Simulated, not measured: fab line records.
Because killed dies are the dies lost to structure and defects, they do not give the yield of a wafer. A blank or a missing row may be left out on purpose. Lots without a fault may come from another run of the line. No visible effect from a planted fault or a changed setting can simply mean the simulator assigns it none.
fab line records	flow n5-finfet
[record] lots = 11	wafers = 33	last-day = 17
route steps=1938 shown HKMG_FIN@452 PASSIVATION@1926
lots untouched by any fault: they come from a run of this same line in which no faults occurred
start-h: hours from the record's first day to the start of the lot's first wafer shown	wait-h: hours from the lot's prior step to this one	" the same as in the row above	L1.1+2: one row covering several wafers at once	- no value, or no start was given	* or withheld: withheld	< > ~ a bound
route shown NAME@n: names a module that has steps shown in the file, with the first one's number in the route	usual: average and standard deviation across the fault-free wafers	same: alike in all rows	chamber/n: place in a boat	sites: readings site by site	_std_site: standard deviation across them	_edge_site: the outer-site mean with the inner-site mean subtracted	radius-mm: how far each site lies from the wafer's centre	mask NAME#n: copy n	behind: tool/chamber where the wafer was last shaped	hold: cause of the lot's hold/its duration in hours/its outcome	device: names the non-switching transistor (n, p or np)	end of line: the same wafers' tests at the end of the route	where a step has no rows: the recipe by itself	killed: dies lost to structure and defects at the first sort, not the wafer's yield	map: per-die view of a wafer (x killed, . not killed, _ where there is no die)
set.NAME: setting as actually run; set.NAME@STEP: the setting as run at that earlier step	model.NAME: the simulator's own value behind a step, which no gauge read
a sample of lots followed through the steps of the route, with each step as a table and each wafer as a row
services: from which hour (start-h, from the record's first day; less than 0 if before it) a tool's chamber was out of use, for how many hours, and why
[[steps]]
[step N5_HKMG_FIN_STRIP_90]
[recipe] chemistry = N2/H2	material = SOC	time-s = 20	power-w = 500	temp-c = 40	pressure-mtorr = 50	rf-frequency-hz = 6e+07	bias-power-w = 8	h2-frac = 0.5	n2-flow-sccm = 300	h2-flow-sccm = 300
[usual] drypump-motor-current-A = 5.7/0.32	oes-product-au = 0.74/0.042	power-w = 500.1/1.4	rf-vpp-V = 54.1/0.89	showerhead-plenum-p-Torr = 3.35/0.11	throttle-valve-pct = 19.19/0.27
lot.wafer	tool	chamber	start-h	wait-h	drypump-motor-current-A	oes-product-au	power-w	rf-hours-counter-h	rf-vpp-V	showerhead-plenum-p-Torr	throttle-valve-pct
L775.2	rie-diel-03	0	76.79	0.0	5.6	0.81	497.6	115	54.7	3.27	19.63
L775.3	"	2	"	"	6.1	0.74	499.6	188	52.7	3.34	19.40
L775.5	"	3	"	"	5.9	0.92	500.6	-	52.8	3.57	19.14
L776.2	rie-diel-06	0	81.08	0.0	5.8	0.78	499.9	141	53.3	3.52	19.13
L776.3	"	2	"	"	6.3	0.73	499.8	220	54.0	3.19	19.10
L776.4	"	3	"	"	5.3	0.76	501.3	141	52.8	3.23	18.81
L777.1	rie-diel-06	3	89.89	0.0	5.3	0.76	500.7	144	53.1	3.22	18.81
L777.2	"	2	"	"	6.3	0.73	499.1	223	55.3	3.19	19.09
L777.5	"	1	"	"	5.5	0.74	502.9	-	53.6	3.36	19.33
L778.1	rie-diel-06	1	95.22	0.0	5.4	0.74	499.5	173	53.4	3.36	19.35
L778.2	"	0	"	"	5.8	0.77	500.2	145	52.9	3.51	19.13
L778.3	"	3	"	"	5.2	0.75	499.9	145	53.1	3.22	18.81
L779.2	rie-diel-06	3	100.78	0.0	5.2	0.76	500.3	147	53.4	3.22	18.83
L779.3	"	0	"	"	5.8	0.77	499.6	147	54.2	3.51	19.14
L779.6	"	2	"	"	6.3	0.72	501.6	-	54.8	3.19	19.10
L785.2	rie-diel-06	1	139.25	0.0	5.4	0.73	498.0	189	54.6	3.35	19.38
L785.3	"	2	"	"	6.3	0.73	500.5	241	53.3	3.18	19.12
L785.6	"	1	"	"	5.4	0.74	497.8	-	53.1	3.35	19.37
L788.3	rie-diel-02	2	158.16	0.0	5.4	0.72	499.4	216	53.4	3.33	18.89
L788.4	"	1	"	"	5.9	0.73	498.9	204	55.1	3.46	19.60
L788.5	"	2	"	"	5.4	0.73	498.2	-	54.0	3.33	18.88
L791.3	rie-diel-02	1	171.69	0.0	5.9	0.72	501.7	211	53.6	3.46	19.63
L791.4	"	2	"	"	5.4	0.72	499.3	222	52.3	3.33	18.91
L791.5	"	3	"	"	5.6	0.73	497.0	-	53.9	3.32	19.44
L792.2	rie-diel-03	2	178.48	0.0	6.1	0.71	500.1	221	53.7	3.32	19.45
L792.3	"	1	"	"	5.3	0.73	498.6	188	56.2	3.47	19.16
L792.6	"	2	"	"	6.1	0.71	497.9	-	54.3	3.32	19.45
L797.2	rie-diel-03	0	209.29	0.0	5.6	0.77	500.7	159	54.1	3.24	19.68
L797.5	"	2	"	"	6.1	0.71	500.6	-	54.8	3.32	19.46
L797.6	"	1	"	"	5.3	0.70	499.6	-	54.6	3.47	19.15
L798.1	rie-diel-03	0	215.52	0.0	5.6	0.76	499.8	161	53.1	3.24	19.70
L798.4	"	3	"	"	5.9	0.84	500.8	64	53.3	3.54	19.20
L798.6	"	2	"	"	6.1	0.70	497.7	-	53.5	3.31	19.46
[step N5_PASSIVATION_OVL_MEAS_66]
[recipe] points-per-wafer = 44
[usual] PASS_OPEN_OVL = -1/5.6
lot.wafer	tool	chamber	start-h	wait-h	PASS_OPEN_OVL[nm]
L777.1	overlay-02	0	274.14	0.0	-5
L777.2	"	0	"	"	4
L777.5	"	0	"	"	0
L775.2	overlay-02	0	279.16	0.0	-1
L775.3	"	0	"	"	4
L775.5	"	0	"	"	7
L776.2	overlay-01	0	280.66	0.0	-5
L776.3	"	0	"	"	9
L776.4	"	0	"	"	-2
L778.1	overlay-01	0	295.64	0.0	-12
L778.2	"	0	"	"	-4
L778.3	"	0	"	"	2
L779.2	overlay-02	0	296.18	0.0	-10
L779.3	"	0	"	"	-7
L779.6	"	0	"	"	-7
L785.2	overlay-02	0	335.86	0.0	4
L785.3	"	0	"	"	-6
L785.6	"	0	"	"	-1
L792.2	overlay-01	0	359.50	0.0	-2
L792.3	"	0	"	"	-7
L792.6	"	0	"	"	-1
L788.3	overlay-01	0	360.33	0.0	0
L788.4	"	0	"	"	-4
L788.5	"	0	"	"	5
L791.3	overlay-01	0	364.21	0.0	12
L791.4	"	0	"	"	-3
L791.5	"	0	"	"	3
L797.2	overlay-01	0	407.85	0.0	-4
L797.5	"	0	"	"	1
L797.6	"	0	"	"	-5
L798.1	overlay-02	0	409.31	0.0	3
L798.4	"	0	"	"	-1
L798.6	"	0	"	"	1
[step N5_PASSIVATION_DESCUM_46]
[recipe] chemistry = O2	time-s = 7.9	source-power-w = 50	bias-power-w = 20	pressure-mtorr = 20	rf-frequency-hz = 2.712e+07	temp-c = 40	o2-flow-sccm = 225
[usual] drypump-motor-current-A = 5.6/0.3	oes-product-au = 0.83/0.11	rf-vpp-V = 243.0/1.4	showerhead-plenum-p-Torr = 2.09/0.075	throttle-valve-pct = 20.37/0.26
lot.wafer	tool	chamber	start-h	wait-h	drypump-motor-current-A	oes-product-au	rf-hours-counter-h	rf-vpp-V	showerhead-plenum-p-Torr	throttle-valve-pct
L777.1	rie-diel-03	3	274.43	0.3	5.9	0.83	84	244.9	2.23	20.50
L777.2	"	0	"	"	5.6	0.75	184	242.2	1.98	20.40
L777.5	"	0	"	"	5.5	0.75	-	242.5	1.98	20.41
L775.2	rie-diel-02	2	279.21	0.0	5.4	0.99	5	241.7	2.04	19.87
L775.3	"	1	"	"	5.9	0.69	245	243.8	2.15	20.71
L775.5	"	3	"	"	5.6	0.70	-	242.3	2.06	20.94
L776.2	rie-diel-03	1	280.72	0.0	5.3	0.68	229	243.4	2.15	20.48
L776.3	"	0	"	"	5.5	0.74	187	241.5	1.98	20.39
L776.4	"	1	"	"	5.3	0.67	-	245.6	2.15	20.48
L778.1	rie-diel-02	3	295.74	0.1	5.6	0.70	253	242.7	2.06	20.96
L778.2	"	1	"	"	5.8	0.69	252	244.7	2.14	20.72
L778.3	"	2	"	"	5.4	0.97	11	243.9	2.04	19.88
L779.2	rie-diel-03	2	296.24	0.0	6.1	0.96	2	241.4	2.05	19.98
L779.3	"	1	"	"	5.3	0.67	235	243.7	2.14	20.48
L779.6	"	1	"	"	5.3	0.67	-	243.8	2.15	20.48
L785.2	rie-diel-06	0	335.92	0.0	5.8	0.69	238	242.9	2.15	20.63
L785.3	"	3	"	"	5.2	0.72	227	240.4	1.98	20.29
L785.6	"	1	"	"	5.4	0.98	-	243.1	2.07	20.43
L792.2	rie-diel-02	2	359.56	0.0	5.3	0.91	43	242.0	2.03	19.95
L792.3	"	0	"	"	5.6	0.90	22	242.5	2.06	20.25
L792.6	"	1	"	"	5.9	0.95	-	244.4	2.14	20.32
L788.3	rie-diel-06	0	360.62	0.3	5.8	0.68	247	243.9	2.14	20.64
L788.4	"	3	"	"	5.2	0.70	236	242.4	1.98	20.31
L788.5	"	3	"	"	5.3	0.70	-	241.3	1.98	20.30
L791.3	rie-diel-02	1	364.27	0.0	5.9	0.95	14	244.0	2.14	20.31
L791.4	"	3	"	"	5.6	0.97	4	241.3	2.05	20.70
L791.5	"	1	"	"	5.9	0.95	-	243.1	2.14	20.32
L797.2	rie-diel-06	1	407.90	0.0	5.4	0.89	36	243.1	2.06	20.48
L797.5	"	2	"	"	6.3	0.83	-	244.5	2.20	20.23
L797.6	"	1	"	"	5.4	0.89	-	240.7	2.06	20.48
L798.1	rie-diel-03	2	409.37	0.0	6.1	0.86	44	243.7	2.04	20.05
L798.4	"	0	"	"	5.6	0.71	233	240.4	1.96	20.48
L798.6	"	3	"	"	5.9	0.77	-	243.3	2.21	20.57
[step N5_PASSIVATION_ETCH_54]
[recipe] chemistry = CHF3/O2	target = SiO2	target-depth-a = 8800	CHF3_flow_sccm = 50	O2_flow_sccm = 5	Ar_flow_sccm = 200	time-s = 440	mask-material = PR	pressure-mtorr = 30	source-w = 650	bias-w = 170	ion-energy-ev = 200
[usual] drypump-motor-current-A = 5.6/0.3	oes-product-au = 0.83/0.11	rf-vpp-V = 523/8.6	showerhead-plenum-p-Torr = 2.40/0.081	throttle-valve-pct = 18.75/0.24
lot.wafer	tool	chamber	start-h	wait-h	drypump-motor-current-A	oes-product-au	rf-hours-counter-h	rf-vpp-V	showerhead-plenum-p-Torr	throttle-valve-pct
L777.1	rie-diel-03	3	274.70	0.1	5.9	0.82	84	527	2.51	18.62
L777.2	"	0	"	"	5.5	0.74	184	516	2.30	18.87
L777.5	"	0	"	"	5.5	0.74	-	519	2.30	18.88
L775.2	rie-diel-02	2	279.48	0.1	5.4	0.99	5	526	2.37	18.40
L775.3	"	1	"	"	5.8	0.70	246	532	2.46	19.05
L775.5	"	3	"	"	5.5	0.71	-	521	2.37	19.36
L776.2	rie-diel-03	1	280.98	0.1	5.3	0.68	229	505	2.46	18.81
L776.3	"	0	"	"	5.6	0.74	187	519	2.30	18.89
L776.4	"	1	"	"	5.3	0.67	-	506	2.46	18.83
L778.1	rie-diel-02	3	296.00	0.1	5.6	0.71	253	520	2.37	19.38
L778.2	"	1	"	"	5.9	0.70	252	530	2.46	19.07
L778.3	"	2	"	"	5.4	0.97	11	525	2.37	18.40
L779.2	rie-diel-03	2	296.50	0.1	6.1	0.95	2	512	2.37	18.35
L779.3	"	1	"	"	5.3	0.67	235	505	2.46	18.84
L779.6	"	1	"	"	5.3	0.67	-	506	2.46	18.86
L785.2	rie-diel-06	0	336.18	0.1	5.8	0.70	238	518	2.47	19.03
L785.3	"	3	"	"	5.2	0.70	227	514	2.28	18.64
L785.6	"	1	"	"	5.5	0.97	-	543	2.38	18.80
L792.2	rie-diel-02	2	359.82	0.1	5.4	0.89	43	527	2.36	18.47
L792.3	"	0	"	"	5.6	0.89	22	525	2.36	18.48
L792.6	"	1	"	"	5.9	0.95	-	530	2.45	18.64
L788.3	rie-diel-06	0	360.88	0.1	5.8	0.69	247	517	2.47	19.04
L788.4	"	3	"	"	5.3	0.69	236	514	2.28	18.67
L788.5	"	3	"	"	5.2	0.70	-	515	2.28	18.67
L791.3	rie-diel-02	1	364.53	0.1	5.9	0.95	14	531	2.45	18.66
L791.4	"	3	"	"	5.6	0.97	4	519	2.36	19.03
L791.5	"	1	"	"	5.9	0.95	-	532	2.45	18.66
L797.2	rie-diel-06	1	408.17	0.1	5.4	0.89	36	544	2.37	18.87
L797.5	"	2	"	"	6.3	0.82	-	520	2.54	18.75
L797.6	"	1	"	"	5.5	0.89	-	544	2.37	18.85
L798.1	rie-diel-03	2	409.63	0.1	6.2	0.85	45	511	2.36	18.40
L798.4	"	0	"	"	5.6	0.71	233	519	2.28	18.94
L798.6	"	3	"	"	5.9	0.77	-	529	2.49	18.72
[step N5_PASSIVATION_PROBE_49]
[usual] killed_at_M0_to_M3 = 34/12	killed_at_M4_up = 12/4.9	killed-at-contacts = 13/7.2	killed-at-front-end = 39/12	killed-at-other = 3.7/2.9	killed-dies = 101/18	killed-on-rim = 13/4	killed-open = 67/14	killed-short = 33/7.2
[same] gross-dies = 1180	killed-at-back-side = 0
lot.wafer	tool	chamber	start-h	wait-h	killed_at_M0_to_M3	killed_at_M4_up	killed-at-contacts	killed-at-front-end	killed-at-other	killed-dies	killed-on-rim	killed-open	killed-short
L777.1	prober-01	-	277.49	0.0	30	8	9	43	1	91	10	65	26
L777.2	prober-01	-	277.54	0.1	50	12	4	45	3	114	12	61	45
L777.5	prober-01	-	277.69	0.2	43	5	6	33	1	88	12	51	34
L776.2	prober-02	-	283.84	0.1	39	15	12	46	3	115	10	82	33
L776.3	prober-02	-	283.89	0.1	37	10	11	66	2	126	10	93	33
L776.4	prober-02	-	283.94	0.2	24	9	19	54	2	108	14	71	35
L778.1	prober-02	-	298.80	0.0	35	23	20	25	2	105	10	73	32
L778.2	prober-02	-	298.85	0.1	37	18	18	26	1	100	14	69	26
L778.3	prober-02	-	298.90	0.1	49	15	32	27	2	125	15	92	28
L779.2	prober-01	-	299.33	0.1	15	5	17	31	8	76	6	53	23
L779.3	prober-01	-	299.38	0.1	23	16	8	50	9	106	15	72	34
L779.6	prober-01	-	299.53	0.3	11	9	10	38	11	79	8	49	29
L785.2	prober-01	-	339.06	0.1	33	7	9	149	3	201	28	60	45
L785.3	prober-01	-	339.11	0.1	31	11	12	86	8	148	25	98	46
L785.6	prober-01	-	339.26	0.3	34	13	15	139	5	206	39	68	36
L792.2	prober-01	-	363.49	0.1	33	12	8	41	2	96	11	58	33
L792.3	prober-01	-	363.54	0.1	25	11	7	44	1	88	12	47	33
L792.6	prober-01	-	363.69	0.3	52	10	6	50	4	122	24	78	41
// killed by level:class
L777.1 BEOL_M0_SAQP:geometric-particle:open=12 FIN_SAQP:geometric-particle:open=9 STI_FIN_REVEAL:geometric-particle:open=8 MOL_CONTACT_COAG:geometric-particle:open=8 BEOL_M2:geometric-particle:open=8 STARTING-WAFER:geometric-particle:short=6 FIN_SAQP:geometric-particle:short=5 GATE_CUT:geometric-particle:open=4
L777.2 FIN_SAQP:geometric-particle:short=15 BEOL_M2:geometric-particle:open=11 BEOL_M3:geometric-particle:open=10 BEOL_M0_SAQP:geometric-particle:open=8 GATE_CUT:geometric-particle:short=7 BEOL_M0_SAQP:geometric-particle:short=6 BEOL_M4:geometric-particle:open=6 HKMG_FIN:area-etch=6
L777.5 BEOL_M2:geometric-particle:open=14 BEOL_M0_SAQP:geometric-particle:short=7 BEOL_M1:geometric-particle:open=7 FIN_SAQP:geometric-particle:short=6 STI_FIN_REVEAL:geometric-particle:open=5 MOL_CONTACT_COAG:geometric-particle:open=5 STARTING-WAFER:geometric-particle:open=5 GATE_CUT:geometric-particle:short=4
L776.2 FIN_SAQP:geometric-particle:open=17 BEOL_M3:geometric-particle:open=11 STI_FIN_REVEAL:geometric-particle:open=10 MOL_CONTACT_COAG:geometric-particle:open=9 BEOL_M0_SAQP:geometric-particle:short=9 BEOL_M0_SAQP:geometric-particle:open=7 FIN_SAQP:geometric-particle:short=4 DUMMY_GATE:geometric-particle:open=4
L776.3 FIN_SAQP:geometric-particle:open=17 BEOL_M2:geometric-particle:open=13 STI_FIN_REVEAL:geometric-particle:open=11 FIN_SAQP:geometric-particle:short=10 DUMMY_GATE:geometric-particle:open=8 MOL_CONTACT_COAG:geometric-particle:open=7 BEOL_M3:geometric-particle:open=7 GATE_CUT:geometric-particle:open=6
L776.4 FIN_SAQP:geometric-particle:short=18 FIN_SAQP:geometric-particle:open=18 MOL_CONTACT_COAG:geometric-particle:open=15 BEOL_M2:geometric-particle:open=8 BEOL_M3:geometric-particle:open=6 MOL_CONTACT_COAG:geometric-particle:short=4 DUMMY_GATE:geometric-particle:open=3 BEOL_M0_SAQP:geometric-particle:open=3
L778.1 MOL_CONTACT_COAG:geometric-particle:open=17 BEOL_M4:geometric-particle:open=11 BEOL_M2:geometric-particle:open=10 BEOL_M3:geometric-particle:open=9 BEOL_M0_SAQP:geometric-particle:short=7 GATE_CUT:geometric-particle:short=6 BEOL_M0_SAQP:geometric-particle:open=5 STI_FIN_REVEAL:geometric-particle:open=3
L778.2 MOL_CONTACT_COAG:geometric-particle:open=15 BEOL_M3:geometric-particle:open=9 BEOL_M0_SAQP:geometric-particle:open=8 BEOL_M0_SAQP:geometric-particle:short=7 GATE_CUT:geometric-particle:short=6 BEOL_M4:geometric-particle:open=6 STI_FIN_REVEAL:geometric-particle:open=4 GATE_CUT:geometric-particle:open=4
L778.3 MOL_CONTACT_COAG:geometric-particle:open=27 BEOL_M0_SAQP:geometric-particle:open=12 BEOL_M3:geometric-particle:open=12 STI_FIN_REVEAL:geometric-particle:open=10 BEOL_M2:geometric-particle:open=9 BEOL_M1:geometric-particle:open=6 STARTING-WAFER:geometric-particle:short=5 MOL_CONTACT_COAG:geometric-particle:short=4
L779.2 MOL_CONTACT_COAG:geometric-particle:open=12 FIN_SAQP:geometric-particle:open=8 BEOL_M2:geometric-particle:open=6 MOL_CONTACT_COAG:geometric-particle:short=5 STI_FIN_REVEAL:geometric-particle:open=4 GATE_CUT:geometric-particle:short=4 FIN_SAQP:geometric-particle:short=3 ILD0:geometric-particle:open=3
L779.3 FIN_SAQP:geometric-particle:open=13 STI_FIN_REVEAL:geometric-particle:open=12 FIN_SAQP:geometric-particle:short=11 MOL_CONTACT_COAG:geometric-particle:open=8 BEOL_M1:geometric-particle:open=6 PASS1_CAP:geometric-particle:open=6 ILD0:geometric-particle:open=5 BEOL_M0_SAQP:geometric-particle:open=5
L779.6 FIN_SAQP:geometric-particle:open=11 MOL_CONTACT_COAG:geometric-particle:open=10 STI_FIN_REVEAL:geometric-particle:open=7 PASS1_CAP:geometric-particle:short=7 FIN_SAQP:geometric-particle:short=4 GATE_CUT:geometric-particle:short=3 BEOL_M0_SAQP:geometric-particle:short=3 PASS1_CAP:geometric-particle:open=3
L785.2 HKMG_FIN:unspecified=93 STI_FIN_REVEAL:geometric-particle:open=12 FIN_SAQP:geometric-particle:short=11 BEOL_M0_SAQP:geometric-particle:open=11 BEOL_M0_SAQP:geometric-particle:short=10 MOL_CONTACT_COAG:geometric-particle:open=7 GATE_CUT:geometric-particle:open=5 BEOL_M1:geometric-particle:open=5
L785.3 FIN_SAQP:geometric-particle:open=20 STI_FIN_REVEAL:geometric-particle:open=17 FIN_SAQP:geometric-particle:short=10 MOL_CONTACT_COAG:geometric-particle:open=10 GATE_CUT:geometric-particle:short=9 BEOL_M0_SAQP:geometric-particle:short=8 BEOL_M2:geometric-particle:open=6 DUMMY_GATE:geometric-particle:open=6
L785.6 HKMG_FIN:unspecified=97 MOL_CONTACT_COAG:geometric-particle:open=12 BEOL_M0_SAQP:geometric-particle:open=11 FIN_SAQP:geometric-particle:short=10 BEOL_M4:geometric-particle:open=8 FIN_SAQP:geometric-particle:open=7 BEOL_M0_SAQP:geometric-particle:short=6 BEOL_M2:geometric-particle:open=5
L792.2 BEOL_M0_SAQP:geometric-particle:short=8 FIN_SAQP:geometric-particle:open=7 STI_FIN_REVEAL:geometric-particle:open=7 BEOL_M2:geometric-particle:open=7 BEOL_M0_SAQP:geometric-particle:open=6 BEOL_M1:geometric-particle:open=5 BEOL_M4:geometric-particle:open=5 MOL_CONTACT_COAG:geometric-particle:short=4
L792.3 STI_FIN_REVEAL:geometric-particle:open=11 FIN_SAQP:geometric-particle:open=9 FIN_SAQP:geometric-particle:short=8 BEOL_M0_SAQP:geometric-particle:short=7 MOL_CONTACT_COAG:geometric-particle:open=6 BEOL_M0_SAQP:geometric-particle:open=6 BEOL_M1:geometric-particle:short=4 STI_FIN_REVEAL:geometric-particle:short=3
L792.6 STI_FIN_REVEAL:geometric-particle:open=21 BEOL_M0_SAQP:geometric-particle:short=12 BEOL_M3:geometric-particle:open=12 BEOL_M0_SAQP:geometric-particle:open=10 BEOL_M1:geometric-particle:open=9 STI_FIN_REVEAL:geometric-particle:short=7 GATE_CUT:geometric-particle:short=7 GATE_CUT:geometric-particle:open=5
[[services]]
tool	chamber	start-h	hours	kind
rie-diel-02	-	58.78	1.6	repair
rie-diel-02	2	69.19	10.5	repair
rie-diel-06	3	119.33	22.6	repair
rie-diel-02	1	146.47	3.9	repair
rie-diel-06	2	165.55	-	clean
rie-diel-06	2	165.55	-	consumable-replace:focus-ring
rie-diel-06	2	165.55	-	consumable-replace:showerhead
rie-diel-06	2	165.55	25.6	scheduled-down
rie-diel-06	2	165.55	25.6	vent-cycle
rie-diel-02	3	185.18	6.4	repair
rie-diel-03	3	225.89	3.9	repair
rie-diel-03	2	256.56	-	clean
rie-diel-03	2	256.56	-	consumable-replace:focus-ring
rie-diel-03	2	256.56	32.4	scheduled-down
rie-diel-03	2	256.56	32.4	vent-cycle
rie-diel-06	2	279.68	6.7	repair
rie-diel-06	1	303.13	-	clean
rie-diel-06	1	303.13	-	consumable-replace:focus-ring
rie-diel-03	1	337.73	-	clean
rie-diel-03	1	337.73	-	consumable-replace:focus-ring
rie-diel-03	1	337.73	17.7	scheduled-down
rie-diel-03	1	337.73	17.7	vent-cycle
rie-diel-03	-	355.55	2.2	repair
rie-diel-03	0	395.92	5.6	repair
[[key]]
[first-sign] step = N5_PASSIVATION_PROBE_49	reading = killed-at-front-end	direction = up	sigmas = 8.6	usual = 39	struck = 144
[effect] step = N5_PASSIVATION_PROBE_49	reading = killed-dies	direction = up	sigmas = 5.8	usual = 101	struck = 204
[more-kills-born-at] N5_HKMG_FIN_STRIP_90@rie-diel-06 = 190
met-at N5_HKMG_FIN_STRIP_90
struck-lots L785
struck-wafers L785.2,L785.6
tester-left-out L785
not-acting-at N5_PASSIVATION_OVL_MEAS_66,N5_PASSIVATION_DESCUM_46,N5_PASSIVATION_ETCH_54
onset-between 95.22 139.25
[fault] kind = chamber-particle-source	tool = rie-diel-06	chamber = 1	onset-h = 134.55	steps = N5_HKMG_FIN_STRIP_90	rate-per-visit-cm2 = 0.60335	end-h = 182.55
// tester-left-out: of these lots the tester's yield and bins aren't shown, on N5 and GAA mostly nor the transistor test; their killed dies are dies lost to structure and defects alone, not to doping, threshold or leakage, so they don't give the yield
